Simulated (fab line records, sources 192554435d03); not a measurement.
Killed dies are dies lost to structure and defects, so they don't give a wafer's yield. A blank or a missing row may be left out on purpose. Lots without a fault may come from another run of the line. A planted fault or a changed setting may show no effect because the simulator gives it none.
Which tool did it? | flow n5_finfet | 24 lots, 72 wafers sampled, at 6 steps of a route of 1938

WHAT THE GAUGES READ, wafer by wafer
The record holds no reading of a measuring or inspecting step that can be judged against a usual standard deviation.

WHICH TOOL RAN EACH LOT (tool, then ch and the chambers of the sampled wafers, then the start)
lot  | N5_BEOL_M3_ILD_DEP_00           | N5_BEOL_M3_ETCH_74                 | N5_BEOL_M3_ALD_98                 | N5_BEOL_M3_VIA_ETCH_34             | N5_BEOL_M3_SPUTTER_79        | N5_BEOL_M3_ANNEAL_82
L074 | pecvd-02 ch 0,1,2, day 7 14:54  | rie_diel-02 ch 2,3, day 7 16:13    | ald_sin-01 ch 0,2,3, day 7 17:34  | rie_diel-02 ch 1,3, day 8 09:56    | pvd_sputter-03, day 8 13:05  | pvd_sputter-03, day 8 13:23
L075 | pecvd-02 ch 0,1, day 7 15:43    | rie_diel-02 ch 2,3, day 7 19:22    | ald_sin-02 ch 0,1, day 7 21:16    | rie_diel-02 ch 2,3, day 8 14:47    | pvd_sputter-02, day 8 16:07  | pvd_sputter-02, day 8 16:25
L078 | pecvd-02 ch 0,2, day 7 18:34    | rie_diel-06 ch 2,3, day 7 19:41    | ald_sin-02 ch 0,2, day 7 21:28    | rie_diel-06 ch 1,3, day 9 04:05    | pvd_sputter-03, day 9 05:26  | pvd_sputter-03, day 9 05:44
L077 | pecvd-04 ch 0,1,2, day 7 22:40  | rie_diel-02 ch 1,2,3, day 8 01:21  | ald_sin-02 ch 0,1,3, day 8 02:19  | rie_diel-04 ch 2,3, day 9 17:08    | pvd_sputter-02, day 9 18:32  | pvd_sputter-02, day 9 18:50
L079 | pecvd-01 ch 0,2, day 8 13:37    | rie_diel-04 ch 1,2, day 8 14:53    | ald_sin-03 ch 0,1,2, day 8 16:19  | rie_diel-06 ch 1,3, day 10 06:44   | pvd_sputter-03, day 10 08:37 | pvd_sputter-03, day 10 08:55
L080 | pecvd-01 ch 1,2, day 8 13:49    | rie_diel-02 ch 0,1,2, day 8 15:03  | ald_sin-03 ch 1,3, day 8 16:25    | rie_diel-06 ch 0,1,3, day 10 09:59 | pvd_sputter-03, day 10 11:24 | pvd_sputter-03, day 10 11:42
L081 | pecvd-02 ch 0,1, day 9 09:46    | rie_diel-02 ch 0,1,3, day 9 10:44  | ald_sin-01 ch 0,2, day 9 12:22    | rie_diel-02 ch 0,1,2, day 10 13:38 | pvd_sputter-03, day 10 15:01 | pvd_sputter-03, day 10 15:19
L082 | pecvd-02 ch 0,1,2, day 10 01:47 | rie_diel-02 ch 1,2,3, day 10 04:57 | ald_sin-03 ch 0,1,3, day 10 06:01 | rie_diel-06 ch 0,1,3, day 10 22:10 | pvd_sputter-02, day 10 23:30 | pvd_sputter-02, day 10 23:48
L083 | pecvd-01 ch 0,1, day 10 01:59   | rie_diel-02 ch 0,3, day 10 05:11   | ald_sin-01 ch 0,1, day 10 06:21   | rie_diel-04 ch 0,2,3, day 11 03:14 | pvd_sputter-02, day 11 04:30 | pvd_sputter-02, day 11 04:48
L084 | pecvd-02 ch 0,2, day 11 04:01   | rie_diel-04 ch 0,2,3, day 11 04:43 | ald_sin-03 ch 1,2,3, day 11 05:53 | rie_diel-04 ch 0,2,3, day 11 15:32 | pvd_sputter-02, day 11 16:53 | pvd_sputter-02, day 11 17:11
L085 | pecvd-01 ch 0,2, day 11 22:49   | rie_diel-06 ch 0,3, day 11 23:39   | ald_sin-03 ch 0,2, day 12 01:05   | rie_diel-04 ch 0,2,3, day 12 16:39 | pvd_sputter-03, day 12 18:23 | pvd_sputter-03, day 12 18:41
L087 | pecvd-01 ch 0,1,2, day 12 02:28 | rie_diel-04 ch 0,2, day 12 03:47   | ald_sin-01 ch 1,3, day 12 05:33   | rie_diel-06 ch 1,3, day 12 16:41   | pvd_sputter-01, day 12 18:31 | pvd_sputter-01, day 12 18:49
L086 | pecvd-01 ch 1,2, day 12 02:49   | rie_diel-04 ch 0,2,3, day 12 04:01 | ald_sin-01 ch 0,1, day 12 05:38   | rie_diel-04 ch 0,3, day 12 17:09   | pvd_sputter-02, day 12 20:13 | pvd_sputter-02, day 12 20:31
L089 | pecvd-02 ch 1,2, day 12 06:20   | rie_diel-04 ch 2,3, day 12 08:35   | ald_sin-01 ch 1,2,3, day 12 11:34 | rie_diel-06 ch 0,1, day 13 07:17   | pvd_sputter-02, day 13 09:14 | pvd_sputter-02, day 13 09:32
L076 | pecvd-02 ch 0,1,2, day 12 08:18 | rie_diel-06 ch 1,3, day 12 09:38   | ald_sin-01 ch 0,1,2, day 12 11:40 | rie_diel-06 ch 0,1,3, day 13 07:41 | pvd_sputter-03, day 13 09:08 | pvd_sputter-03, day 13 09:26
L090 | pecvd-04 ch 0,2, day 12 08:59   | rie_diel-06 ch 1,2,3, day 12 09:58 | ald_sin-01 ch 0,3, day 12 11:45   | rie_diel-04 ch 1,2, day 13 11:16   | pvd_sputter-03, day 13 12:30 | pvd_sputter-03, day 13 12:48
L088 | pecvd-01 ch 0,2, day 12 14:16   | rie_diel-06 ch 0,1, day 12 17:34   | ald_sin-02 ch 0,2, day 12 19:11   | rie_diel-04 ch 0,1,2, day 14 02:26 | pvd_sputter-03, day 14 05:14 | pvd_sputter-03, day 14 05:32
L091 | pecvd-02 ch 1,2, day 12 15:52   | rie_diel-06 ch 0,1,3, day 12 17:49 | ald_sin-01 ch 0,1,3, day 12 19:29 | rie_diel-06 ch 0,1,3, day 14 03:11 | pvd_sputter-01, day 14 06:26 | pvd_sputter-01, day 14 06:44
L092 | pecvd-04 ch 0,1, day 12 17:48   | rie_diel-06 ch 1,2,3, day 12 19:00 | ald_sin-03 ch 0,1,2, day 12 20:14 | rie_diel-04 ch 1,2, day 14 09:44   | pvd_sputter-03, day 14 13:15 | pvd_sputter-03, day 14 13:33
L093 | pecvd-04 ch 1,2, day 12 21:02   | rie_diel-06 ch 0,2,3, day 13 00:14 | ald_sin-03 ch 1,2,3, day 13 01:41 | rie_diel-04 ch 0,1,2, day 14 14:11 | pvd_sputter-03, day 14 15:41 | pvd_sputter-03, day 14 15:59
L094 | pecvd-01 ch 0,2, day 13 00:29   | rie_diel-06 ch 0,1,3, day 13 01:13 | ald_sin-03 ch 0,2,3, day 13 02:19 | rie_diel-04 ch 0,1, day 14 14:35   | pvd_sputter-01, day 14 16:51 | pvd_sputter-01, day 14 17:09
L095 | pecvd-02 ch 0,1, day 13 00:45   | rie_diel-06 ch 0,1,2, day 13 01:43 | ald_sin-01 ch 0,1,3, day 13 03:01 | rie_diel-06 ch 0,1,3, day 14 17:26 | pvd_sputter-03, day 14 18:58 | pvd_sputter-03, day 14 19:16
L096 | pecvd-02 ch 0,1,2, day 13 04:00 | rie_diel-06 ch 0,1, day 13 04:53   | ald_sin-02 ch 0,3, day 13 06:24   | rie_diel-04 ch 1,2,3, day 14 17:38 | pvd_sputter-01, day 14 19:04 | pvd_sputter-01, day 14 19:22
L097 | pecvd-02 ch 0,1, day 13 09:38   | rie_diel-06 ch 1,2,3, day 13 11:43 | ald_sin-03 ch 0,1, day 13 12:55   | rie_diel-06 ch 0,1, day 14 20:41   | pvd_sputter-02, day 14 22:14 | pvd_sputter-02, day 14 22:32
- N5_BEOL_M3_ILD_DEP_00: deposits SiOC from DEMS/O2, target thk 79 nm, time 15.3 s.
- N5_BEOL_M3_ETCH_74: etches underlayer in N2/H2, target depth 6.5 nm, time 5.2 s.
- N5_BEOL_M3_ALD_98: deposits SiO2, target thk 2.5 nm, pulse time 1 s, co reactant pulse time 1 s.
- N5_BEOL_M3_VIA_ETCH_34: etches the open film in C4F6/O2, target depth 69.4 nm, time 65.9 s.
- N5_BEOL_M3_SPUTTER_79: material Cu, target thk 4.5 nm, time 8.29 s.
- N5_BEOL_M3_ANNEAL_82: time 240 s.

WHAT THE TOOLS THEMSELVES READ (means of the sampled wafers that have a number; where no wafer has one, the mark that the record gives instead)
N5_BEOL_M3_ILD_DEP_00. Usual: heater_power_w 509 W, standard deviation 55; showerhead_plenum_p_Torr 5.698 Torr, standard deviation 0.02; showerhead_vpp_V 1341 V, standard deviation 76; throttle_valve_pct 12.0 %, standard deviation 0.7.
lot  | tool     | heater_power_w (W) | showerhead_plenum_p_Torr (Torr) | showerhead_vpp_V (V) | throttle_valve_pct (%) | flag
L074 | pecvd-02 | 502                | 5.700                           | 1301                 | 12.2                   |
L075 | pecvd-02 | 509                | 5.679                           | 1314                 | 12.2                   |
L078 | pecvd-02 | 525                | 5.696                           | 1327                 | 11.7                   |
L077 | pecvd-04 | 582                | 5.699                           | 1407                 | 12.5                   |
L079 | pecvd-01 | 483                | 5.701                           | 1419                 | 11.7                   |
L080 | pecvd-01 | 524                | 5.690                           | 1319                 | 11.0                   |
L081 | pecvd-02 | 445                | 5.694                           | 1301                 | 12.3                   |
L082 | pecvd-02 | 516                | 5.697                           | 1309                 | 12.3                   |
L083 | pecvd-01 | 522                | 5.696                           | 1315                 | 11.2                   |
L084 | pecvd-02 | 493                | 5.702                           | 1325                 | 11.5                   |
L085 | pecvd-01 | 498                | 5.693                           | 1420                 | 11.8                   |
L087 | pecvd-01 | 519                | 5.694                           | 1355                 | 11.6                   |
L086 | pecvd-01 | 491                | 5.689                           | 1361                 | 11.5                   |
L089 | pecvd-02 | 500                | 5.713                           | 1265                 | 12.6                   |
L076 | pecvd-02 | 516                | 5.705                           | 1306                 | 12.1                   |
L090 | pecvd-04 | 511                | 5.710                           | 1402                 | 12.0                   |
L088 | pecvd-01 | 426                | 5.697                           | 1394                 | 11.6                   |
L091 | pecvd-02 | 478                | 5.707                           | 1301                 | 12.2                   |
L092 | pecvd-04 | 593                | 5.682                           | 1473                 | 12.5                   |
L093 | pecvd-04 | 611                | 5.711                           | 1339                 | 12.8                   |
L094 | pecvd-01 | 490                | 5.686                           | 1431                 | 11.9                   |
L095 | pecvd-02 | 494                | 5.700                           | 1270                 | 12.6                   |
L096 | pecvd-02 | 468                | 5.701                           | 1307                 | 12.2                   |
L097 | pecvd-02 | 506                | 5.715                           | 1280                 | 12.6                   |

N5_BEOL_M3_ETCH_74. Usual: drypump_motor_current_A 5.5 A, standard deviation 0.34; etch_rf_on_time_s 5.21 s, standard deviation 0.15; oes_product_au 0.64 a.u., standard deviation 0.066; rf_vpp_V 522.8 V, standard deviation 2.6; showerhead_plenum_p_Torr 2.50 Torr, standard deviation 0.083; throttle_valve_pct 17.89 %, standard deviation 0.23.
lot  | tool        | drypump_motor_current_A (A) | etch_rf_on_time_s (s) | oes_product_au (a.u.) | rf_vpp_V (V) | showerhead_plenum_p_Torr (Torr) | throttle_valve_pct (%) | flag
L074 | rie_diel-02 | 5.6                         | 5.23                  | 0.61                  | 523.0        | 2.51                            | 17.92                  |
L075 | rie_diel-02 | 5.6                         | 5.24                  | 0.61                  | 522.9        | 2.51                            | 17.92                  |
L078 | rie_diel-06 | 5.3                         | 5.21                  | 0.63                  | 522.0        | 2.50                            | 18.07                  |
L077 | rie_diel-02 | 5.7                         | 5.36                  | 0.61                  | 523.1        | 2.48                            | 17.87                  |
L079 | rie_diel-04 | 5.9                         | 5.23                  | 0.61                  | 521.8        | 2.49                            | 18.14                  |
L080 | rie_diel-02 | 5.7                         | 5.28                  | 0.69                  | 523.5        | 2.51                            | 17.71                  |
L081 | rie_diel-02 | 5.7                         | 5.31                  | 0.67                  | 523.3        | 2.51                            | 17.85                  |
L082 | rie_diel-02 | 5.8                         | 5.30                  | 0.59                  | 523.4        | 2.48                            | 17.90                  |
L083 | rie_diel-02 | 5.5                         | 5.25                  | 0.72                  | 524.4        | 2.56                            | 17.84                  |
L084 | rie_diel-04 | 5.6                         | 5.15                  | 0.66                  | 522.7        | 2.55                            | 17.92                  |
L085 | rie_diel-06 | 5.2                         | 5.21                  | 0.65                  | 521.8        | 2.44                            | 17.98                  |
L087 | rie_diel-04 | 5.6                         | 5.16                  | 0.72                  | 523.0        | 2.55                            | 17.79                  |
L086 | rie_diel-04 | 5.6                         | 5.21                  | 0.65                  | 524.0        | 2.55                            | 17.96                  |
L089 | rie_diel-04 | 5.4                         | 5.28                  | 0.59                  | 526.1        | 2.60                            | 18.13                  |
L076 | rie_diel-06 | 5.5                         | 5.02                  | 0.62                  | 519.5        | 2.41                            | 17.84                  |
L090 | rie_diel-06 | 5.4                         | 5.12                  | 0.61                  | 523.0        | 2.48                            | 17.98                  |
L088 | rie_diel-06 | 5.1                         | 5.26                  | 0.68                  | 521.9        | 2.45                            | 17.66                  |
L091 | rie_diel-06 | 5.3                         | 5.18                  | 0.64                  | 520.6        | 2.43                            | 17.83                  |
L092 | rie_diel-06 | 5.4                         | 5.08                  | 0.61                  | 521.9        | 2.48                            | 17.98                  |
L093 | rie_diel-06 | 5.2                         | 5.19                  | 0.64                  | 523.2        | 2.51                            | 17.96                  |
L094 | rie_diel-06 | 5.3                         | 5.19                  | 0.64                  | 522.4        | 2.43                            | 17.85                  |
L095 | rie_diel-06 | 5.2                         | 5.16                  | 0.64                  | 522.0        | 2.50                            | 17.79                  |
L096 | rie_diel-06 | 5.4                         | 5.08                  | 0.65                  | 521.8        | 2.42                            | 17.69                  |
L097 | rie_diel-06 | 5.4                         | 5.06                  | 0.60                  | 523.8        | 2.48                            | 17.98                  |

N5_BEOL_M3_ALD_98. Usual: heater_power_w 78 W, standard deviation 7.1; precursor_pulse_height_rel 1.000, standard deviation 0.02.
lot  | tool       | heater_power_w (W) | precursor_pulse_height_rel | flag
L074 | ald_sin-01 | 73                 | 1.002                      |
L075 | ald_sin-02 | 72                 | 0.979                      |
L078 | ald_sin-02 | 69                 | 1.009                      |
L077 | ald_sin-02 | 77                 | 0.995                      |
L079 | ald_sin-03 | 78                 | 0.997                      |
L080 | ald_sin-03 | 81                 | 1.015                      |
L081 | ald_sin-01 | 76                 | 0.997                      |
L082 | ald_sin-03 | 81                 | 1.023                      |
L083 | ald_sin-01 | 76                 | 1.011                      |
L084 | ald_sin-03 | 77                 | 1.005                      |
L085 | ald_sin-03 | 83                 | 0.999                      |
L087 | ald_sin-01 | 82                 | 1.013                      |
L086 | ald_sin-01 | 74                 | 0.989                      |
L089 | ald_sin-01 | 79                 | 1.000                      |
L076 | ald_sin-01 | 81                 | 1.011                      |
L090 | ald_sin-01 | 69                 | 0.999                      |
L088 | ald_sin-02 | 67                 | 1.001                      |
L091 | ald_sin-01 | 76                 | 0.989                      |
L092 | ald_sin-03 | 76                 | 1.010                      |
L093 | ald_sin-03 | 77                 | 0.990                      |
L094 | ald_sin-03 | 78                 | 0.991                      |
L095 | ald_sin-01 | 76                 | 1.013                      |
L096 | ald_sin-02 | 80                 | 1.001                      |
L097 | ald_sin-03 | 78                 | 1.001                      |

N5_BEOL_M3_VIA_ETCH_34. Usual: drypump_motor_current_A 5.5 A, standard deviation 0.38; oes_product_au 0.77 a.u., standard deviation 0.088; rf_vpp_V 667 V, standard deviation 13; showerhead_plenum_p_Torr 2.82 Torr, standard deviation 0.11; throttle_valve_pct 30.81 %, standard deviation 0.21.
lot  | tool        | drypump_motor_current_A (A) | oes_product_au (a.u.) | rf_vpp_V (V) | showerhead_plenum_p_Torr (Torr) | throttle_valve_pct (%) | flag
L074 | rie_diel-02 | 5.9                         | 0.71                  | 658          | 2.74                            | 30.53                  |
L075 | rie_diel-02 | 5.6                         | 0.71                  | 676          | 2.80                            | 30.67                  |
L078 | rie_diel-06 | 5.6                         | 0.74                  | 670          | 2.73                            | 30.99                  |
L077 | rie_diel-04 | 5.4                         | 0.71                  | 670          | 2.91                            | 30.85                  |
L079 | rie_diel-06 | 5.6                         | 0.73                  | 669          | 2.73                            | 31.00                  |
L080 | rie_diel-06 | 5.3                         | 0.78                  | 673          | 2.74                            | 30.88                  |
L081 | rie_diel-02 | 5.6                         | 0.78                  | 676          | 2.80                            | 30.54                  |
L082 | rie_diel-06 | 5.3                         | 0.77                  | 673          | 2.74                            | 30.89                  |
L083 | rie_diel-04 | 5.6                         | 0.76                  | 658          | 2.84                            | 30.76                  |
L084 | rie_diel-04 | 5.5                         | 0.76                  | 659          | 2.84                            | 30.77                  |
L085 | rie_diel-04 | 5.6                         | 0.75                  | 659          | 2.84                            | 30.77                  |
L087 | rie_diel-06 | 5.5                         | 0.72                  | 669          | 2.71                            | 31.11                  |
L086 | rie_diel-04 | 5.7                         | 0.74                  | 650          | 2.78                            | 30.71                  |
L089 | rie_diel-06 | 5.2                         | 0.80                  | 675          | 2.75                            | 30.68                  |
L076 | rie_diel-06 | 5.3                         | 0.76                  | 672          | 2.73                            | 30.89                  |
L090 | rie_diel-04 | 6.0                         | 0.88                  | 666          | 3.02                            | 30.88                  |
L088 | rie_diel-04 | 5.8                         | 0.84                  | 663          | 2.93                            | 30.83                  |
L091 | rie_diel-06 | 5.3                         | 0.75                  | 673          | 2.73                            | 30.91                  |
L092 | rie_diel-04 | 5.6                         | 0.77                  | 673          | 2.98                            | 30.92                  |
L093 | rie_diel-04 | 5.8                         | 0.82                  | 661          | 2.92                            | 30.84                  |
L094 | rie_diel-04 | 6.1                         | 0.89                  | 656          | 2.95                            | 30.82                  |
L095 | rie_diel-06 | 5.3                         | 0.75                  | 672          | 2.73                            | 30.90                  |
L096 | rie_diel-04 | 5.7                         | 0.87                  | 664          | 2.92                            | 30.73                  |
L097 | rie_diel-06 | 5.4                         | 0.74                  | 672          | 2.74                            | 30.82                  |

N5_BEOL_M3_SPUTTER_79. Usual: chuck_sensor_temp_C -16.1 C, standard deviation 0.6; throttle_valve_pct 30.2 %, standard deviation 0.71.
lot  | tool           | chuck_sensor_temp_C (C) | throttle_valve_pct (%) | flag
L074 | pvd_sputter-03 | -16.2                   | 30.1                   |
L075 | pvd_sputter-02 | -16.1                   | 30.6                   |
L078 | pvd_sputter-03 | -16.2                   | 30.2                   |
L077 | pvd_sputter-02 | -16.3                   | 30.4                   |
L079 | pvd_sputter-03 | -16.5                   | 29.8                   |
L080 | pvd_sputter-03 | -15.4                   | 30.8                   |
L081 | pvd_sputter-03 | -16.1                   | 30.0                   |
L082 | pvd_sputter-02 | -16.1                   | 30.2                   |
L083 | pvd_sputter-02 | -16.0                   | 30.3                   |
L084 | pvd_sputter-02 | -16.0                   | 30.3                   |
L085 | pvd_sputter-03 | -15.8                   | 29.9                   |
L087 | pvd_sputter-01 | -16.7                   | 31.0                   |
L086 | pvd_sputter-02 | -16.0                   | 30.2                   |
L089 | pvd_sputter-02 | -16.1                   | 30.9                   |
L076 | pvd_sputter-03 | -16.1                   | 30.0                   |
L090 | pvd_sputter-03 | -16.1                   | 30.0                   |
L088 | pvd_sputter-03 | -16.1                   | 29.7                   |
L091 | pvd_sputter-01 | -16.8                   | 30.5                   |
L092 | pvd_sputter-03 | -16.2                   | 30.2                   |
L093 | pvd_sputter-03 | -15.9                   | 30.2                   |
L094 | pvd_sputter-01 | -16.4                   | 29.9                   |
L095 | pvd_sputter-03 | -15.9                   | 30.4                   |
L096 | pvd_sputter-01 | -15.9                   | 29.3                   |
L097 | pvd_sputter-02 | -16.2                   | 30.7                   |

N5_BEOL_M3_ANNEAL_82. Usual: heater_power_w 805 W, standard deviation 65.
lot  | tool           | heater_power_w (W) | flag
L074 | pvd_sputter-03 | 810                |
L075 | pvd_sputter-02 | 807                |
L078 | pvd_sputter-03 | 820                |
L077 | pvd_sputter-02 | 818                |
L079 | pvd_sputter-03 | 863                |
L080 | pvd_sputter-03 | 762                |
L081 | pvd_sputter-03 | 816                |
L082 | pvd_sputter-02 | 784                |
L083 | pvd_sputter-02 | 778                |
L084 | pvd_sputter-02 | 770                |
L085 | pvd_sputter-03 | 792                |
L087 | pvd_sputter-01 | 857                |
L086 | pvd_sputter-02 | 769                |
L089 | pvd_sputter-02 | 804                |
L076 | pvd_sputter-03 | 825                |
L090 | pvd_sputter-03 | 819                |
L088 | pvd_sputter-03 | 844                |
L091 | pvd_sputter-01 | 814                |
L092 | pvd_sputter-03 | 814                |
L093 | pvd_sputter-03 | 843                |
L094 | pvd_sputter-01 | 807                |
L095 | pvd_sputter-03 | 824                |
L096 | pvd_sputter-01 | 814                |
L097 | pvd_sputter-02 | 813                |

THE ANSWER, worked out from the rows above alone
Rule: a lot is off if the mean of its wafers that have a number lies more than 3 standard deviations from the usual mean. A lot without any number at a reading at which 4 lots or more have one is off too. The other lots that the step has rows for count as sound. The gauges are gone through in route order, then the tools' own readings, and for those a lot's mean is taken as printed above. The first step at which some lot is off is used, and at that step the reading that is off furthest; a lot without a number counts as furthest.
No lot is off at any reading shown: from this, nothing can be told.

WHAT THE SIMULATOR HAD PUT IN
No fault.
